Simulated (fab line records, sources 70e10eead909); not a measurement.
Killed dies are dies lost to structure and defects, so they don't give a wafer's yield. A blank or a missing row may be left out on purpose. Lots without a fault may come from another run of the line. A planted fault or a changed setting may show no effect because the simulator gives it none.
A struck lot beside a sound one | flow nand_harc | 14 steps out of a route of 1302
Sound: wafers L288.2, L288.5, L288.6. Struck: wafers L304.2, L304.6. The cause comes at the end.
At each step with rows: each side's tool, then ch and its chambers, then its first start. Under that, the readings that differ: sound wafers | struck wafers | difference of the means | sigmas: that difference in standard deviations of wafers without a fault.
alike: readings whose means differ by less than 2 such deviations, and words and numbers that are the same on both sides. not compared: withheld readings, readings that some wafer has no value for, bounds like >300 that may hide the same value, and numbers for which the record gives no deviation and whose values overlap.
The two part at a step that has a row with sigmas, a row that says differs or no value, or rows on one side only. Numbers that don't overlap but have no deviation are shown without sigmas and don't part them. A reading that every wafer of one side lacks parts them only if that side has two wafers or more.

first, 7 steps without rows for these wafers: NHARC_A_STAIRCASE_COAT_304; NHARC_A_STAIRCASE_SOFTBAKE_305 (time 170 s); NHARC_A_STAIRCASE_EBR_306; NHARC_A_STAIRCASE_EXPOSE_307 (exposes mask CHOP 50); NHARC_A_STAIRCASE_PEB_308 (peb time 130 s); NHARC_A_STAIRCASE_DEVELOP_309 (time 140 s); NHARC_A_STAIRCASE_HARDBAKE_311 (time 140 s).
NHARC_A_STAIRCASE_DESCUM_312: chemistry O2, time 3 s.
  sound on rie_diel-02 ch 0,1, day 18 04:47; struck on rie_diel-02 ch 0,3, day 24 17:38
  alike: drypump_motor_current_A, oes_product_au, rf_vpp_V, showerhead_plenum_p_Torr, throttle_valve_pct
  not compared: rf_hours_counter_h
NHARC_A_STAIRCASE_ETCH_313: etches the open film in CF4/CHF3.
  sound on rie_diel-02 ch 1,2, day 18 04:52; struck on rie_diel-02 ch 0,1, day 24 17:45
  alike: chf3_flow_sccm, drypump_motor_current_A, oes_product_au, rf_vpp_V, showerhead_plenum_p_Torr, throttle_valve_pct
  not compared: rf_hours_counter_h
NHARC_A_STAIRCASE_HM_OPEN_463: chemistry O2/COS.
  sound on rie_diel-02 ch 0,2,3; struck on rie_diel-02 ch 0,1
  alike: drypump_motor_current_A, oes_product_au, rf_vpp_V, showerhead_plenum_p_Torr, throttle_valve_pct
  not compared: rf_hours_counter_h
then, 1 step without rows for these wafers: NHARC_A_STAIRCASE_STRIP_464 (strips in O2/COS).
NHARC_A_STAIRCASE_ETCH_453: etches the open film in CF4/O2, target depth 30 nm, overetch 3 nm, time 16.5 s.
  sound on rie_diel-02 ch 0,1,3, day 18 05:20; struck on rie_diel-02 ch 1,2, day 24 18:11
  reading          | sound          | struck    | difference | sigmas
  run_length_s (s) | 37.2 38.4 38.1 | 40.0 40.1 | +2.1       | +4
  alike: drypump_motor_current_A, oes_product_au, rf_vpp_V, showerhead_plenum_p_Torr, throttle_valve_pct
  not compared: rf_hours_counter_h
NHARC_A_STAIRCASE_ETCH_315: etches the open film in C4F8/O2/Ar, target depth 2500 nm, time 607.1 s.
  sound on rie_diel-02 ch 0,2,3; struck on rie_diel-02 ch 0,3
  alike: oes_product_au, rf_vpp_V, run_length_s
  not compared: rf_hours_counter_h
NHARC_END_SORT_01:
  the record has rows for the sound wafers here (prober-02 ch 0, day 25 11:19) and none for the struck ones

WHERE THEY PART
First at NHARC_A_STAIRCASE_ETCH_453; last, within this record, at NHARC_END_SORT_01.

WHY: what the simulator had put in
Process parameter drift: rie_diel-02, from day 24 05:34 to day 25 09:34, at NHARC_A_STAIRCASE_ETCH_453. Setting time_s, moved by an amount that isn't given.
